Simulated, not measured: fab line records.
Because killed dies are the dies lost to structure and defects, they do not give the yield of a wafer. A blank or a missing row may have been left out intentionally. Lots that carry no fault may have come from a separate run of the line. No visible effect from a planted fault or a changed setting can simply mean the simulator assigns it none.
fab line records -- flow n5Finfet
[record] lots = 24, wafers = 72, lastDay = 19
route steps=1938 shown MOL_CONTACT_COAG@628 BEOL_M0_SAQP@632
lots with no fault: from the same line, run without faults
startH: start of the lot's first displayed wafer, in hours after the record's first day -- waitH: hours from the lot's prior step to this one -- " unchanged from the row above -- L1.1+2: a single row standing in for several wafers -- - either no value or no given start -- * or withheld: withheld -- < > ~ a bound
route shown NAME@n: NAME is a module with steps in the file, n the number in the route of the first one -- usual: average and standard deviation across the fault-free wafers -- same: alike in all rows -- chamber/n: place in a boat -- sites: the reading at each site -- _std_site: standard deviation across them -- _edge_site: inner sites' mean taken away from outer sites' mean -- radiusMm: how far each site lies from the wafer's centre -- mask NAME#n: copy n -- behind: tool/chamber where the wafer was last shaped -- hold: why the lot went on hold/how many hours it stayed there/how the hold came to an end -- device: the n, p or np transistor that did not switch -- end of line: tests run on the same wafers once the route is complete -- a step without rows: its recipe alone -- killed: not the wafer's yield, but the dies lost to structure and defects at the first sort -- map: per-die view of a wafer (x killed, . not killed, _ where there is no die)
set.NAME: the run value of the setting; set.NAME@STEP: its run value at that earlier step -- model.NAME: the simulator's own value behind a step, which no gauge read
the route's steps for a sample of lots (tables are steps, rows are wafers)
services: the hour from which a tool's chamber was out of use, counted from the record's first day as startH (under 0 if before that day), plus the number of hours and why
[[steps]]
[step N5_MOL_CONTACT_COAG_THK_MEAS_53]
[recipe] reads = SiO2_of_MOL_CONTACT_COAG_PECVD_31
[usual] VIA_MOL_THK = 44.0/0.73
lot.wafer,tool,chamber,startH,waitH,VIA_MOL_THK[nm]
L074.2,filmMetro-02,-,103.65,-,44.2
L074.3,filmMetro-02,-,103.65,-,44.8
L074.5,filmMetro-02,-,103.65,-,44.4
L075.3,filmMetro-02,-,106.79,-,43.9
L075.4,filmMetro-02,-,106.79,-,43.5
L075.6,filmMetro-02,-,106.79,-,44.4
L076.1,filmMetro-01,-,115.62,-,43.6
L076.2,filmMetro-01,-,115.62,-,43.6
L076.6,filmMetro-01,-,115.62,-,44.8
L077.3,filmMetro-01,-,122.67,-,43.3
L077.4,filmMetro-01,-,122.67,-,45.1
L077.5,filmMetro-01,-,122.67,-,44.5
L078.1,filmMetro-02,-,123.00,-,44.0
L078.2,filmMetro-02,-,123.00,-,44.4
L078.4,filmMetro-02,-,123.00,-,45.1
L079.1,filmMetro-01,-,133.50,-,43.4
L079.3,filmMetro-01,-,133.50,-,43.9
L079.6,filmMetro-01,-,133.50,-,44.6
L080.1,filmMetro-01,-,137.64,-,43.5
L080.2,filmMetro-01,-,137.64,-,43.0
L080.6,filmMetro-01,-,137.64,-,43.1
L081.1,filmMetro-01,-,144.06,-,43.1
L081.4,filmMetro-01,-,144.06,-,43.4
L081.6,filmMetro-01,-,144.06,-,43.3
L082.2,filmMetro-01,-,154.78,-,43.4
L082.4,filmMetro-01,-,154.78,-,43.8
L082.5,filmMetro-01,-,154.78,-,44.0
L083.2,filmMetro-02,-,155.39,-,44.5
L083.3,filmMetro-02,-,155.39,-,43.6
L083.4,filmMetro-02,-,155.39,-,43.6
L084.4,filmMetro-02,-,169.08,-,43.7
L084.5,filmMetro-02,-,169.08,-,42.8
L084.6,filmMetro-02,-,169.08,-,43.8
L085.3,filmMetro-01,-,169.40,-,43.2
L085.4,filmMetro-01,-,169.40,-,43.7
L085.5,filmMetro-01,-,169.40,-,43.9
L086.1,filmMetro-02,-,172.99,-,44.1
L086.3,filmMetro-02,-,172.99,-,44.1
L086.5,filmMetro-02,-,172.99,-,44.8
L087.3,filmMetro-01,-,178.73,-,43.5
L087.4,filmMetro-01,-,178.73,-,44.5
L087.6,filmMetro-01,-,178.73,-,44.1
L088.1,filmMetro-02,-,187.30,-,43.3
L088.3,filmMetro-02,-,187.30,-,44.6
L088.4,filmMetro-02,-,187.30,-,43.8
L089.1,filmMetro-01,-,192.63,-,43.4
L089.2,filmMetro-01,-,192.63,-,43.8
L089.6,filmMetro-01,-,192.63,-,44.2
L090.1,filmMetro-01,-,197.39,-,43.1
L090.2,filmMetro-01,-,197.39,-,43.3
L090.4,filmMetro-01,-,197.39,-,43.7
L091.4,filmMetro-01,-,204.16,-,45.9
L091.5,filmMetro-01,-,204.16,-,45.7
L091.6,filmMetro-01,-,204.16,-,44.9
L092.1,filmMetro-01,-,207.14,-,43.9
L092.3,filmMetro-01,-,207.14,-,44.9
L092.4,filmMetro-01,-,207.14,-,45.6
L093.1,filmMetro-02,-,216.45,-,43.9
L093.2,filmMetro-02,-,216.45,-,44.9
L093.5,filmMetro-02,-,216.45,-,45.2
L094.1,filmMetro-02,-,222.70,-,43.1
L094.3,filmMetro-02,-,222.70,-,43.9
L094.5,filmMetro-02,-,222.70,-,43.2
L095.4,filmMetro-02,-,233.29,-,44.9
L095.5,filmMetro-02,-,233.29,-,45.5
L095.6,filmMetro-02,-,233.29,-,45.1
L096.3,filmMetro-02,-,235.88,-,43.7
L096.5,filmMetro-02,-,235.88,-,44.3
L096.6,filmMetro-02,-,235.88,-,44.6
L097.2,filmMetro-02,-,245.76,-,43.5
L097.3,filmMetro-02,-,245.76,-,44.4
L097.5,filmMetro-02,-,245.76,-,44.7
[step N5_BEOL_M0_SAQP_PECVD_00]
[recipe] material = SiCN, targetThkA = 80, tempC = withheld, precursor = 3MS/NH3, pressureTorr = 3, rfW = 202, timeS = 14
[usual] chamberPressureTorr = 3.001/0.0062, showerheadPlenumPTorr = 3.662/0.0089, throttleValvePct = 9.3/0.65
lot.wafer,tool,chamber,startH,waitH,chamberPressureTorr,showerheadPlenumPTorr,throttleValvePct
L074.2,pecvd-03,1,107.03,0.2,3.004,3.655,9.7
L074.3,pecvd-03,0,107.03,0.2,2.990,3.660,9.4
L074.5,pecvd-03,1,107.03,0.2,2.997,3.670,9.7
L075.3,pecvd-03,0,110.17,0.1,2.987,3.679,9.4
L075.4,pecvd-03,0,110.17,0.1,2.993,3.672,9.5
L075.6,pecvd-03,2,110.17,0.1,2.997,3.669,8.1
L076.1,pecvd-03,0,119.02,0.2,3.004,3.661,9.4
L076.2,pecvd-03,2,119.02,0.2,3.002,3.670,8.3
L076.6,pecvd-03,2,119.02,0.2,3.014,3.670,8.0
L077.3,pecvd-03,0,126.05,0.1,2.995,3.664,9.6
L077.4,pecvd-03,0,126.05,0.1,3.007,3.666,9.3
L077.5,pecvd-03,1,126.05,0.1,2.995,3.658,9.5
L078.1,pecvd-02,0,129.05,0.2,2.997,3.656,9.8
L078.2,pecvd-02,1,129.05,0.2,3.007,3.656,9.9
L078.4,pecvd-02,2,129.05,0.2,3.004,3.659,8.7
L079.1,pecvd-01,0,136.90,0.2,2.999,3.650,8.8
L079.3,pecvd-01,2,136.90,0.2,2.996,3.651,8.8
L079.6,pecvd-01,1,136.90,0.2,2.997,3.670,10.2
L080.1,pecvd-01,2,141.04,0.2,3.003,3.643,8.5
L080.2,pecvd-01,0,141.04,0.2,3.004,3.659,8.8
L080.6,pecvd-01,2,141.04,0.2,3.005,3.642,9.0
L081.1,pecvd-01,0,147.45,0.2,3.000,3.650,8.7
L081.4,pecvd-01,2,147.45,0.2,2.999,3.660,8.8
L081.6,pecvd-01,0,147.45,0.2,2.985,3.656,8.8
L082.2,pecvd-02,2,158.16,0.2,3.002,3.656,8.9
L082.4,pecvd-02,1,158.16,0.2,3.000,3.659,9.7
L082.5,pecvd-02,2,158.16,0.2,2.994,3.666,8.8
L083.2,pecvd-03,2,161.17,0.2,3.005,3.678,8.2
L083.3,pecvd-03,1,161.17,0.2,3.005,3.651,9.6
L083.4,pecvd-03,2,161.17,0.2,2.996,3.676,8.2
L084.4,pecvd-02,0,172.48,0.1,2.997,3.650,9.9
L084.5,pecvd-02,1,172.48,0.1,2.996,3.654,10.0
L084.6,pecvd-02,2,172.48,0.1,3.007,3.662,8.6
L085.3,pecvd-02,2,175.47,0.1,2.998,3.665,8.9
L085.4,pecvd-02,2,175.47,0.1,2.998,3.656,8.7
L085.5,pecvd-02,0,175.47,0.1,3.000,3.656,9.8
L086.1,pecvd-01,0,178.46,0.2,3.001,3.665,9.1
L086.3,pecvd-01,1,178.46,0.2,3.002,3.677,10.2
L086.5,pecvd-01,0,178.46,0.2,2.995,3.658,8.8
L087.3,pecvd-03,1,182.11,0.1,2.993,3.662,9.7
L087.4,pecvd-03,0,182.11,0.1,3.003,3.669,9.5
L087.6,pecvd-03,1,182.11,0.1,3.002,3.664,9.3
L088.1,pecvd-03,1,190.69,0.2,2.989,3.668,9.8
L088.3,pecvd-03,0,190.69,0.2,3.004,3.678,9.5
L088.4,pecvd-03,2,190.69,0.2,3.008,3.668,8.3
L089.1,pecvd-02,2,196.03,0.2,3.001,3.667,8.8
L089.2,pecvd-02,1,196.03,0.2,2.994,3.650,9.9
L089.6,pecvd-02,2,196.03,0.2,3.000,3.654,8.9
L090.1,pecvd-02,0,200.79,0.2,2.997,3.654,9.9
L090.2,pecvd-02,2,200.79,0.2,2.996,3.668,8.8
L090.4,pecvd-02,2,200.79,0.2,2.991,3.672,8.7
L091.4,pecvd-01,0,207.55,0.1,3.002,3.660,9.0
L091.5,pecvd-01,2,207.55,0.1,3.001,3.655,8.7
L091.6,pecvd-01,1,207.55,0.1,3.005,3.672,10.1
L092.1,pecvd-02,2,210.54,0.2,2.998,3.668,8.7
L092.3,pecvd-02,0,210.54,0.2,3.003,3.651,9.8
L092.4,pecvd-02,2,210.54,0.2,3.000,3.668,9.0
L093.1,pecvd-03,2,219.85,0.2,3.018,3.675,8.5
L093.2,pecvd-03,0,219.85,0.2,3.001,3.667,9.6
L093.5,pecvd-03,1,219.85,0.2,3.003,3.660,9.6
L094.1,pecvd-01,0,226.09,0.2,3.007,3.660,8.8
L094.3,pecvd-01,2,226.09,0.2,3.014,3.646,8.6
L094.5,pecvd-01,0,226.09,0.2,3.011,3.666,9.0
L095.4,pecvd-03,1,236.68,0.1,3.005,3.653,9.3
L095.5,pecvd-03,2,236.68,0.1,3.001,3.667,8.5
L095.6,pecvd-03,0,236.68,0.1,3.010,3.663,9.7
L096.3,pecvd-03,2,239.67,0.1,3.011,3.673,8.4
L096.5,pecvd-03,1,239.67,0.1,3.007,3.660,9.6
L096.6,pecvd-03,2,239.67,0.1,3.006,3.665,8.4
L097.2,pecvd-01,2,249.15,0.2,3.000,3.658,8.8
L097.3,pecvd-01,0,249.15,0.2,3.007,3.657,8.9
L097.5,pecvd-01,0,249.15,0.2,2.993,3.653,8.8
[step N5_BEOL_M0_SAQP_PECVD_03]
[recipe] material = SiCN, targetThkA = 120, tempC = withheld, precursor = 3MS/NH3, pressureTorr = 3, rfW = 202, timeS = 21.1
[usual] chamberPressureTorr = 3.000/0.0065, showerheadPlenumPTorr = 3.662/0.0097, throttleValvePct = 9.3/0.68
lot.wafer,tool,chamber,startH,waitH,chamberPressureTorr,showerheadPlenumPTorr,throttleValvePct
L074.2,pecvd-03,2,108.64,0.1,3.006,3.672,8.0
L074.3,pecvd-03,1,108.64,0.1,3.006,3.658,9.6
L074.5,pecvd-03,2,108.64,0.1,3.010,3.665,8.0
L075.3,pecvd-03,2,112.18,0.1,3.005,3.669,8.3
L075.4,pecvd-03,1,112.18,0.1,2.998,3.664,9.5
L075.6,pecvd-03,0,112.18,0.1,3.000,3.663,9.6
L076.1,pecvd-02,2,121.23,0.1,2.999,3.664,8.6
L076.2,pecvd-02,1,121.23,0.1,2.997,3.648,9.5
L076.6,pecvd-02,1,121.23,0.1,2.996,3.653,10.0
L077.3,pecvd-02,0,127.26,0.1,3.000,3.669,9.9
L077.4,pecvd-02,1,127.26,0.1,2.993,3.651,10.0
L077.5,pecvd-02,0,127.26,0.1,2.997,3.655,10.0
L078.1,pecvd-02,0,130.19,0.1,2.999,3.653,9.6
L078.2,pecvd-02,2,130.19,0.1,2.997,3.655,8.5
L078.4,pecvd-02,0,130.19,0.1,2.994,3.662,9.8
L079.1,pecvd-03,0,137.35,0.1,3.000,3.677,9.5
L079.3,pecvd-03,2,137.35,0.1,2.989,3.667,8.3
L079.6,pecvd-03,1,137.35,0.1,3.006,3.662,9.4
L080.1,pecvd-03,0,141.92,0.1,2.987,3.669,9.6
L080.2,pecvd-03,1,141.92,0.1,2.994,3.659,9.6
L080.6,pecvd-03,2,141.92,0.1,2.999,3.675,7.9
L081.1,pecvd-03,2,148.03,0.1,2.994,3.670,8.0
L081.4,pecvd-03,0,148.03,0.1,2.995,3.671,9.7
L081.6,pecvd-03,2,148.03,0.1,2.987,3.663,8.2
L082.2,pecvd-01,1,159.74,0.1,3.009,3.670,10.2
L082.4,pecvd-01,0,159.74,0.1,2.994,3.654,8.8
L082.5,pecvd-01,1,159.74,0.1,3.009,3.675,9.9
L083.2,pecvd-02,0,161.58,0.1,3.006,3.654,9.8
L083.3,pecvd-02,1,161.58,0.1,3.005,3.652,10.1
L083.4,pecvd-02,0,161.58,0.1,3.001,3.655,9.8
L084.4,pecvd-01,1,172.81,0.1,3.000,3.671,10.3
L084.5,pecvd-01,0,172.81,0.1,2.993,3.664,9.1
L084.6,pecvd-01,2,172.81,0.1,3.006,3.644,8.7
L085.3,pecvd-03,2,176.21,0.1,3.001,3.669,8.2
L085.4,pecvd-03,1,176.21,0.1,3.001,3.660,9.5
L085.5,pecvd-03,2,176.21,0.1,2.998,3.665,8.3
L086.1,pecvd-01,1,180.01,0.1,2.999,3.669,10.0
L086.3,pecvd-01,2,180.01,0.1,3.001,3.649,9.1
L086.5,pecvd-01,2,180.01,0.1,3.006,3.635,8.7
L087.3,pecvd-01,0,182.36,0.1,3.004,3.656,9.0
L087.4,pecvd-01,1,182.36,0.1,3.011,3.676,10.3
L087.6,pecvd-01,0,182.36,0.1,2.994,3.661,8.7
L088.1,pecvd-02,0,192.65,0.1,2.991,3.650,9.8
L088.3,pecvd-02,2,192.65,0.1,2.996,3.662,8.9
L088.4,pecvd-02,2,192.65,0.1,2.997,3.659,8.6
L089.1,pecvd-01,0,197.11,0.1,3.008,3.656,8.6
L089.2,pecvd-01,1,197.11,0.1,3.015,3.676,10.2
L089.6,pecvd-01,0,197.11,0.1,3.011,3.663,8.9
L090.1,pecvd-01,1,201.57,0.1,3.007,3.669,10.2
L090.2,pecvd-01,0,201.57,0.1,2.997,3.658,8.7
L090.4,pecvd-01,1,201.57,0.1,3.004,3.667,10.3
L091.4,pecvd-03,2,208.35,0.1,3.010,3.661,8.3
L091.5,pecvd-03,0,208.35,0.1,3.006,3.669,9.7
L091.6,pecvd-03,1,208.35,0.1,2.994,3.664,9.7
L092.1,pecvd-02,2,211.93,0.1,2.999,3.660,8.8
L092.3,pecvd-02,0,211.93,0.1,3.012,3.658,9.9
L092.4,pecvd-02,0,211.93,0.1,3.009,3.650,10.0
L093.1,pecvd-01,2,221.12,0.1,2.993,3.646,8.8
L093.2,pecvd-01,0,221.12,0.1,3.001,3.657,8.7
L093.5,pecvd-01,1,221.12,0.1,3.000,3.671,10.3
L094.1,pecvd-03,2,227.30,0.1,3.008,3.671,8.2
L094.3,pecvd-03,1,227.30,0.1,3.004,3.655,9.6
L094.5,pecvd-03,1,227.30,0.1,3.004,3.661,9.4
L095.4,pecvd-03,2,237.35,0.1,2.998,3.675,8.5
L095.5,pecvd-03,1,237.35,0.1,3.008,3.665,9.5
L095.6,pecvd-03,0,237.35,0.1,3.000,3.665,9.6
L096.3,pecvd-01,2,240.33,0.1,3.005,3.650,8.8
L096.5,pecvd-01,2,240.33,0.1,2.996,3.660,8.9
L096.6,pecvd-01,0,240.33,0.1,3.004,3.645,8.6
L097.2,pecvd-03,2,250.47,0.1,3.012,3.667,7.9
L097.3,pecvd-03,0,250.47,0.1,2.992,3.668,9.7
L097.5,pecvd-03,1,250.47,0.1,2.999,3.660,9.5
[step N5_BEOL_M0_SAQP_HM_DEP_111]
[recipe] material = SiO2, targetThkA = 120, tempC = 400, precursor = SiH4/N2O, pressureTorr = 0.75, rfW = 275, timeS = 7.2
[usual] chamberPressureTorr = 0.7502/0.0018, heaterPowerW = 703/80, showerheadPlenumPTorr = 8.10/0.08
lot.wafer,tool,chamber,startH,waitH,chamberPressureTorr,heaterPowerW,showerheadPlenumPTorr
L074.2,pecvd-01,1,108.89,0.0,0.7509,596,8.23
L074.3,pecvd-01,2,108.89,0.0,0.7516,626,7.98
L074.5,pecvd-01,0,108.89,0.0,0.7501,843,8.06
L075.3,pecvd-02,0,112.45,0.1,0.7490,728,8.02
L075.4,pecvd-02,1,112.45,0.1,0.7532,672,8.06
L075.6,pecvd-02,0,112.45,0.1,0.7503,704,8.02
L076.1,pecvd-03,0,121.48,0.0,0.7491,812,8.16
L076.2,pecvd-03,1,121.48,0.0,0.7488,717,8.14
L076.6,pecvd-03,0,121.48,0.0,0.7516,814,8.17
L077.3,pecvd-02,1,127.51,0.0,0.7474,598,8.04
L077.4,pecvd-02,2,127.51,0.0,0.7482,739,8.14
L077.5,pecvd-02,1,127.51,0.0,0.7484,617,8.04
L078.1,pecvd-03,0,130.43,0.0,0.7500,739,8.16
L078.2,pecvd-03,1,130.43,0.0,0.7502,624,8.12
L078.4,pecvd-03,0,130.43,0.0,0.7492,730,8.19
L079.1,pecvd-01,0,137.59,0.0,0.7493,835,8.07
L079.3,pecvd-01,2,137.59,0.0,0.7499,650,7.99
L079.6,pecvd-01,2,137.59,0.0,0.7492,648,7.99
L080.1,pecvd-01,2,142.17,0.0,0.7503,583,8.01
L080.2,pecvd-01,0,142.17,0.0,0.7506,841,8.06
L080.6,pecvd-01,0,142.17,0.0,0.7513,866,8.07
L081.1,pecvd-02,2,148.28,0.0,0.7515,781,8.14
L081.4,pecvd-02,0,148.28,0.0,0.7490,665,8.03
L081.6,pecvd-02,2,148.28,0.0,0.7470,779,8.12
L082.2,pecvd-02,0,159.99,0.0,0.7495,689,8.03
L082.4,pecvd-02,2,159.99,0.0,0.7499,771,8.15
L082.5,pecvd-02,1,159.99,0.0,0.7486,585,8.04
L083.2,pecvd-03,2,161.83,0.0,0.7488,693,8.20
L083.3,pecvd-03,0,161.83,0.0,0.7477,826,8.18
L083.4,pecvd-03,0,161.83,0.0,0.7527,854,8.16
L084.4,pecvd-01,1,173.07,0.1,0.7503,681,8.20
L084.5,pecvd-01,2,173.07,0.1,0.7509,602,7.99
L084.6,pecvd-01,0,173.07,0.1,0.7482,870,8.05
L085.3,pecvd-01,0,176.46,0.0,0.7471,785,8.07
L085.4,pecvd-01,1,176.46,0.0,0.7501,721,8.22
L085.5,pecvd-01,2,176.46,0.0,0.7501,541,8.00
L086.1,pecvd-01,0,180.25,0.0,0.7544,793,8.07
L086.3,pecvd-01,1,180.25,0.0,0.7508,625,8.22
L086.5,pecvd-01,1,180.25,0.0,0.7486,641,8.24
L087.3,pecvd-02,0,182.68,0.0,0.7480,705,8.02
L087.4,pecvd-02,0,182.68,0.0,0.7490,713,8.05
L087.6,pecvd-02,2,182.68,0.0,0.7487,750,8.14
L088.1,pecvd-01,1,192.89,0.0,0.7511,667,8.22
L088.3,pecvd-01,0,192.89,0.0,0.7524,851,8.09
L088.4,pecvd-01,1,192.89,0.0,0.7506,668,8.21
L089.1,pecvd-02,0,197.35,0.0,0.7486,732,8.01
L089.2,pecvd-02,1,197.35,0.0,0.7510,599,8.07
L089.6,pecvd-02,1,197.35,0.0,0.7511,586,8.03
L090.1,pecvd-02,1,201.81,0.0,0.7496,673,8.06
L090.2,pecvd-02,2,201.81,0.0,0.7483,767,8.14
L090.4,pecvd-02,0,201.81,0.0,0.7534,631,8.02
L091.4,pecvd-01,2,208.61,0.1,0.7508,563,7.99
L091.5,pecvd-01,0,208.61,0.1,0.7513,853,8.08
L091.6,pecvd-01,1,208.61,0.1,0.7509,637,8.22
L092.1,pecvd-01,1,212.18,0.0,0.7520,691,8.23
L092.3,pecvd-01,0,212.18,0.0,0.7481,786,8.06
L092.4,pecvd-01,2,212.18,0.0,0.7515,611,7.99
L093.1,pecvd-02,2,221.37,0.0,0.7484,752,8.17
L093.2,pecvd-02,0,221.37,0.0,0.7517,725,8.04
L093.5,pecvd-02,1,221.37,0.0,0.7477,582,8.04
L094.1,pecvd-02,1,227.55,0.0,0.7478,651,8.04
L094.3,pecvd-02,2,227.55,0.0,0.7504,694,8.16
L094.5,pecvd-02,1,227.55,0.0,0.7478,634,8.03
L095.4,pecvd-02,1,237.61,0.1,0.7528,674,8.06
L095.5,pecvd-02,0,237.61,0.1,0.7492,633,8.02
L095.6,pecvd-02,2,237.61,0.1,0.7517,676,8.12
L096.3,pecvd-03,1,240.57,0.0,0.7524,659,8.14
L096.5,pecvd-03,0,240.57,0.0,0.7484,830,8.17
L096.6,pecvd-03,1,240.57,0.0,0.7496,666,8.11
L097.2,pecvd-01,1,250.72,0.0,0.7530,720,8.22
L097.3,pecvd-01,2,250.72,0.0,0.7517,610,8.01
L097.5,pecvd-01,1,250.72,0.0,0.7501,716,8.22
[step N5_BEOL_M0_SAQP_RECESS_114]
[recipe] chemistry = HF/NH3, target = SiO2, targetDepthA = 144, afsCycles = 3, tempC = 30, sublimationTempC = 180, sublimationTimeS = 60
[usual] drypumpMotorCurrentA = 5.5/0.33
lot.wafer,tool,chamber,startH,waitH,drypumpMotorCurrentA
L074.2,vaporEtch-02,1,109.81,0.0,5.1
L074.3,vaporEtch-02,1,109.81,0.0,5.1
L074.5,vaporEtch-02,0,109.81,0.0,5.7
L075.3,vaporEtch-02,0,113.71,0.1,5.7
L075.4,vaporEtch-02,1,113.71,0.1,5.1
L075.6,vaporEtch-02,0,113.71,0.1,5.7
L076.1,vaporEtch-02,1,122.63,0.0,5.1
L076.2,vaporEtch-02,0,122.63,0.0,5.7
L076.6,vaporEtch-02,0,122.63,0.0,5.7
L077.3,vaporEtch-01,1,128.68,0.1,6.0
L077.4,vaporEtch-01,0,128.68,0.1,5.6
L077.5,vaporEtch-01,0,128.68,0.1,5.6
L078.1,vaporEtch-01,1,131.35,0.0,6.0
L078.2,vaporEtch-01,0,131.35,0.0,5.6
L078.4,vaporEtch-01,1,131.35,0.0,6.0
L079.1,vaporEtch-02,0,138.52,0.0,5.7
L079.3,vaporEtch-02,0,138.52,0.0,5.7
L079.6,vaporEtch-02,0,138.52,0.0,5.7
L080.1,vaporEtch-01,0,143.08,0.0,5.6
L080.2,vaporEtch-01,1,143.08,0.0,6.0
L080.6,vaporEtch-01,0,143.08,0.0,5.6
L081.1,vaporEtch-01,1,149.27,0.0,6.0
L081.4,vaporEtch-01,1,149.27,0.0,6.0
L081.6,vaporEtch-01,1,149.27,0.0,6.0
L082.2,vaporEtch-01,1,161.04,0.0,6.0
L082.4,vaporEtch-01,1,161.04,0.0,6.0
L082.5,vaporEtch-01,1,161.04,0.0,6.0
L083.2,vaporEtch-02,1,163.13,0.3,5.1
L083.3,vaporEtch-02,1,163.13,0.3,5.1
L083.4,vaporEtch-02,0,163.13,0.3,5.7
L084.4,vaporEtch-02,1,174.20,0.1,5.1
L084.5,vaporEtch-02,0,174.20,0.1,5.7
L084.6,vaporEtch-02,1,174.20,0.1,5.1
L085.3,vaporEtch-02,1,177.61,0.1,5.1
L085.4,vaporEtch-02,0,177.61,0.1,5.7
L085.5,vaporEtch-02,0,177.61,0.1,5.7
L086.1,vaporEtch-02,0,181.42,0.2,5.7
L086.3,vaporEtch-02,1,181.42,0.2,5.1
L086.5,vaporEtch-02,1,181.42,0.2,5.1
L087.3,vaporEtch-02,1,183.84,0.1,5.1
L087.4,vaporEtch-02,0,183.84,0.1,5.7
L087.6,vaporEtch-02,1,183.84,0.1,5.1
L088.1,vaporEtch-02,1,194.01,0.0,5.1
L088.3,vaporEtch-02,0,194.01,0.0,5.7
L088.4,vaporEtch-02,1,194.01,0.0,5.1
L089.1,vaporEtch-02,0,199.60,0.0,5.7
L089.2,vaporEtch-02,1,199.60,0.0,5.1
L089.6,vaporEtch-02,0,199.60,0.0,5.7
L090.1,vaporEtch-02,1,202.74,0.0,5.1
L090.2,vaporEtch-02,0,202.74,0.0,5.7
L090.4,vaporEtch-02,0,202.74,0.0,5.7
L091.4,vaporEtch-02,1,209.62,0.1,5.1
L091.5,vaporEtch-02,1,209.62,0.1,5.1
L091.6,vaporEtch-02,0,209.62,0.1,5.7
L092.1,vaporEtch-02,1,213.65,0.0,5.1
L092.3,vaporEtch-02,0,213.65,0.0,5.7
L092.4,vaporEtch-02,1,213.65,0.0,5.1
L093.1,vaporEtch-02,1,222.48,0.0,5.1
L093.2,vaporEtch-02,0,222.48,0.0,5.7
L093.5,vaporEtch-02,1,222.48,0.0,5.1
L094.1,vaporEtch-02,0,228.60,0.0,5.7
L094.3,vaporEtch-02,1,228.60,0.0,5.1
L094.5,vaporEtch-02,1,228.60,0.0,5.1
L095.4,vaporEtch-01,0,238.75,0.1,5.6
L095.5,vaporEtch-01,0,238.75,0.1,5.6
L095.6,vaporEtch-01,1,238.75,0.1,6.0
L096.3,vaporEtch-01,1,242.19,0.4,6.0
L096.5,vaporEtch-01,1,242.19,0.4,6.0
L096.6,vaporEtch-01,0,242.19,0.4,5.6
L097.2,vaporEtch-01,1,252.66,0.0,6.0
L097.3,vaporEtch-01,1,252.66,0.0,6.0
L097.5,vaporEtch-01,0,252.66,0.0,5.6
[step N5_BEOL_M0_SAQP_CD_MEAS_29]
[recipe] targetCdNm = 14.4, landingEnergyEv = 1000, detector = seInlens
[usual] cdNm = 14.95/0.22
lot.wafer,tool,chamber,startH,waitH,cdNm
L074.2,cdSem-02,0,112.84,0.1,14.65
L074.3,cdSem-02,0,112.84,0.1,14.67
L074.5,cdSem-02,0,112.84,0.1,15.03
L075.3,cdSem-02,0,116.82,0.1,14.78
L075.4,cdSem-02,0,116.82,0.1,14.78
L075.6,cdSem-02,0,116.82,0.1,14.96
L076.1,cdSem-01,0,125.44,0.1,15.22
L076.2,cdSem-01,0,125.44,0.1,15.13
L076.6,cdSem-01,0,125.44,0.1,15.02
L077.3,cdSem-02,0,131.69,0.1,14.61
L077.4,cdSem-02,0,131.69,0.1,15.26
L077.5,cdSem-02,0,131.69,0.1,14.97
L078.1,cdSem-03,0,135.00,0.1,15.23
L078.2,cdSem-03,0,135.00,0.1,14.74
L078.4,cdSem-03,0,135.00,0.1,14.90
L079.1,cdSem-01,0,141.38,0.1,15.10
L079.3,cdSem-01,0,141.38,0.1,14.80
L079.6,cdSem-01,0,141.38,0.1,15.29
L080.1,cdSem-03,0,145.91,0.1,14.89
L080.2,cdSem-03,0,145.91,0.1,14.93
L080.6,cdSem-03,0,145.91,0.1,14.92
L081.1,cdSem-03,0,152.09,0.1,15.06
L081.4,cdSem-03,0,152.09,0.1,14.72
L081.6,cdSem-03,0,152.09,0.1,14.95
L082.2,cdSem-03,0,167.32,0.1,14.96
L082.4,cdSem-03,0,167.32,0.1,14.70
L082.5,cdSem-03,0,167.32,0.1,14.95
L083.2,cdSem-02,0,167.85,0.1,14.85
L083.3,cdSem-02,0,167.85,0.1,15.39
L083.4,cdSem-02,0,167.85,0.1,14.85
L084.4,cdSem-01,0,176.99,0.1,14.75
L084.5,cdSem-01,0,176.99,0.1,15.03
L084.6,cdSem-01,0,176.99,0.1,14.88
L085.3,cdSem-02,0,180.43,0.1,14.81
L085.4,cdSem-02,0,180.43,0.1,15.27
L085.5,cdSem-02,0,180.43,0.1,14.45
L086.1,cdSem-02,0,184.95,0.1,14.68
L086.3,cdSem-02,0,184.95,0.1,15.14
L086.5,cdSem-02,0,184.95,0.1,15.11
L087.3,cdSem-02,0,187.06,0.1,15.23
L087.4,cdSem-02,0,187.06,0.1,14.58
L087.6,cdSem-02,0,187.06,0.1,14.53
L088.1,cdSem-01,0,197.67,0.1,15.05
L088.3,cdSem-01,0,197.67,0.1,14.96
L088.4,cdSem-01,0,197.67,0.1,14.88
L089.1,cdSem-03,0,203.13,0.1,14.72
L089.2,cdSem-03,0,203.13,0.1,14.90
L089.6,cdSem-03,0,203.13,0.1,14.74
L090.1,cdSem-02,0,207.06,0.1,15.17
L090.2,cdSem-02,0,207.06,0.1,15.50
L090.4,cdSem-02,0,207.06,0.1,14.90
L091.4,cdSem-02,0,212.49,0.1,14.66
L091.5,cdSem-02,0,212.49,0.1,14.55
L091.6,cdSem-02,0,212.49,0.1,15.14
L092.1,cdSem-01,0,218.16,0.1,15.24
L092.3,cdSem-01,0,218.16,0.1,15.09
L092.4,cdSem-01,0,218.16,0.1,14.63
L093.1,cdSem-01,0,225.30,0.1,14.90
L093.2,cdSem-01,0,225.30,0.1,14.65
L093.5,cdSem-01,0,225.30,0.1,14.79
L094.1,cdSem-02,0,232.75,0.1,15.15
L094.3,cdSem-02,0,232.75,0.1,15.00
L094.5,cdSem-02,0,232.75,0.1,15.31
L095.4,cdSem-02,0,242.80,0.1,14.98
L095.5,cdSem-02,0,242.80,0.1,14.92
L095.6,cdSem-02,0,242.80,0.1,15.22
L096.3,cdSem-02,0,244.89,0.1,15.01
L096.5,cdSem-02,0,244.89,0.1,15.35
L096.6,cdSem-02,0,244.89,0.1,14.63
L097.2,cdSem-02,0,255.77,0.1,14.69
L097.3,cdSem-02,0,255.77,0.1,14.86
L097.5,cdSem-02,0,255.77,0.1,14.70
[[services]]
tool,chamber,startH,hours,kind
pecvd-02,0,86.75,2.1,scheduledDown
pecvd-01,-,88.76,2.8,repair
pecvd-01,1,93.37,5.5,scheduledDown
pecvd-02,0,93.59,4.7,repair
pecvd-01,-,94.07,6.0,pm
pecvd-03,2,98.37,2.1,scheduledDown
pecvd-02,-,101.28,1.1,repair
pecvd-02,2,110.89,8.5,repair
pecvd-02,0,131.36,4.5,repair
pecvd-02,2,155.76,2.1,scheduledDown
pecvd-01,2,180.44,14.7,repair
pecvd-01,-,196.23,0.5,repair
pecvd-01,2,214.88,2.1,scheduledDown
pecvd-01,-,219.58,1.3,repair
[[key]]
fault none
